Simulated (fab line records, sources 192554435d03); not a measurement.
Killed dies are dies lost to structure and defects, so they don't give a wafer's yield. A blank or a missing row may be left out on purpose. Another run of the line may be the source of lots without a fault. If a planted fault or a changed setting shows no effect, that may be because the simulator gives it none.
Chamber matching | flow n5-finfet | N5_FIN_SAQP_MANDREL2_REMOVE_60 on rie-si-04: 4 sister chambers
The step chemistry HBr/Cl2/O2, target a-Si, stops on SiNx, bt time 10 s. 18 wafers are shown with their chamber, then 9 later ones without.

EACH WAFER AND ITS CHAMBER
wafer  | chamber | throttle-valve-pct (%) | drypump-motor-current-A (A) | oes-product-au (a.u.)
L075.2 | 0       | 36.8                   | 6.1                         | 0.980
L075.5 | 3       | 36.6                   | 5.7                         | 0.997
L075.6 | 0       | 36.8                   | 6.0                         | 0.985
L078.3 | 0       | 36.8                   | 6.1                         | 0.987
L078.4 | 1       | 36.6                   | 6.5                         | 0.994
L078.5 | 2       | 36.3                   | 6.0                         | 1.022
L079.1 | 0       | 36.8                   | 6.1                         | 0.981
L079.3 | 2       | 36.3                   | 6.0                         | 1.018
L079.4 | 1       | 36.6                   | 6.5                         | 0.980
L089.1 | 2       | 36.3                   | 6.0                         | 1.014
L089.4 | 3       | 36.5                   | 5.8                         | 1.003
L089.5 | 1       | 36.6                   | 6.5                         | 1.006
L090.2 | 0       | 36.8                   | 6.0                         | 0.984
L090.3 | 1       | 36.6                   | 6.5                         | 1.001
L090.5 | 0       | 36.8                   | 6.0                         | 0.984
L092.2 | 1       | 36.6                   | 6.5                         | 0.997
L092.4 | 2       | 36.3                   | 6.0                         | 1.016
L092.5 | 0       | 36.8                   | 6.0                         | 0.971

SIGNATURES (means of the wafers above)
reading                 | chamber 0 | chamber 1 | chamber 2 | chamber 3 | scatter within a chamber
throttle-valve-pct      | 36.800    | 36.600    | 36.300    | 36.550    | 0.0189
drypump-motor-current-A | 6.043     | 6.500     | 6.000     | 5.750     | 0.0398
oes-product-au          | 0.98171   | 0.99560   | 1.01750   | 1.00000   | 0.00658
Rule: distance of a wafer from a chamber = root of the sum over the readings of ((wafer's reading minus chamber's mean) / reading's scatter) squared. The wafer belongs to the nearest chamber; if the next one is less than 2 further off, it can't be placed. The scatter: the root of (the sum of the squares of (reading less its chamber's mean) over the shown wafers, divided by (wafers less chambers)).

WAFERS WITH NO CHAMBER GIVEN
wafer  | throttle-valve-pct (%) | drypump-motor-current-A (A) | oes-product-au (a.u.)
L095.1 | 36.6                   | 5.8                         | 1.001
L095.4 | 36.8                   | 6.1                         | 0.979
L095.6 | 36.3                   | 6.0                         | 1.012
L096.2 | 36.5                   | 5.8                         | 0.981
L096.4 | 36.6                   | 6.5                         | 0.993
L096.5 | 36.3                   | 6.0                         | 1.004
L097.3 | 36.3                   | 6.0                         | 1.004
L097.5 | 36.8                   | 6.0                         | 0.977
L097.6 | 36.6                   | 6.6                         | 0.986

THE CHAMBER EACH PASSED THROUGH
wafer  | from the rows above | in truth
L095.1 | 3                   | 3
L095.4 | 0                   | 0
L095.6 | 2                   | 2
L096.2 | 3                   | 3
L096.4 | 1                   | 1
L096.5 | 2                   | 2
L097.3 | 2                   | 2
L097.5 | 0                   | 0
L097.6 | 1                   | 1
9 of 9 placed correctly. Can't be placed from these rows: 0. Wrongly placed: 0.
